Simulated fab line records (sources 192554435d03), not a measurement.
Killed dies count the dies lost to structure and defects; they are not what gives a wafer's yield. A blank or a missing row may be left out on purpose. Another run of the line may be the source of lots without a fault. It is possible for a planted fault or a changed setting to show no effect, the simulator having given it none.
Matching of chambers | flow n5-finfet | uv-cure-02 running N5_BEOL_M5_CURE_80: 3 sister chambers
The step cures SiCOH lowk, time 120 s. 6 wafers are shown with their chamber, then 9 later ones without.

## EACH WAFER AND ITS CHAMBER
wafer  | chamber | lamp-power-pct (%) | wafer_temp_C_max
L075.4 | 1       | 52.32              | 371.5
L075.6 | 1       | 52.33              | 371.8
L087.4 | 0       | 52.38              | 371.4
L087.5 | 0       | 52.20              | 371.1
L090.5 | 2       | 52.34              | 371.4
L090.6 | 2       | 52.33              | 371.8

## WAFERS WHOSE CHAMBER IS MISSING
wafer  | lamp-power-pct (%) | wafer_temp_C_max
L090.2 | 52.35              | 372.0
L090.3 | 52.40              | 371.4
L090.4 | 52.27              | 371.2
L091.1 | 52.32              | 372.0
L091.3 | 52.33              | 371.8
L091.4 | 52.40              | 372.0
L097.4 | 52.25              | 371.3
L097.5 | 52.39              | 371.4
L097.6 | 52.37              | 371.6

## WHICH CHAMBER EACH ONE RAN IN
wafer  | from the rows above          | in truth
L090.2 | can't be placed: 1 or 2 or 0 | 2
L090.3 | can't be placed: 2 or 1 or 0 | 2
L090.4 | can't be placed: 0 or 2 or 1 | 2
L091.1 | can't be placed: 1 or 2 or 0 | 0
L091.3 | can't be placed: 1 or 2 or 0 | 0
L091.4 | can't be placed: 1 or 2 or 0 | 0
L097.4 | can't be placed: 0 or 2 or 1 | 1
L097.5 | can't be placed: 2 or 1 or 0 | 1
L097.6 | can't be placed: 2 or 1 or 0 | 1
Placed correctly: 0 of 9. These rows do not allow placing 9 (true chamber among the candidates in 9). 0 placed wrongly.
How it was worked out, from the rows above alone: a wafer's distance from a chamber is the root of the sum, over the readings, of the square of ((its reading less the chamber's mean) divided by the reading's scatter). The wafer belongs to the nearest chamber; if the next one is less than 2 further off, it can't be placed. Each chamber's mean is taken over the wafers shown for it. The scatter: the root of (the sum of the squares of (reading less its chamber's mean) over the shown wafers, divided by (wafers less chambers)).
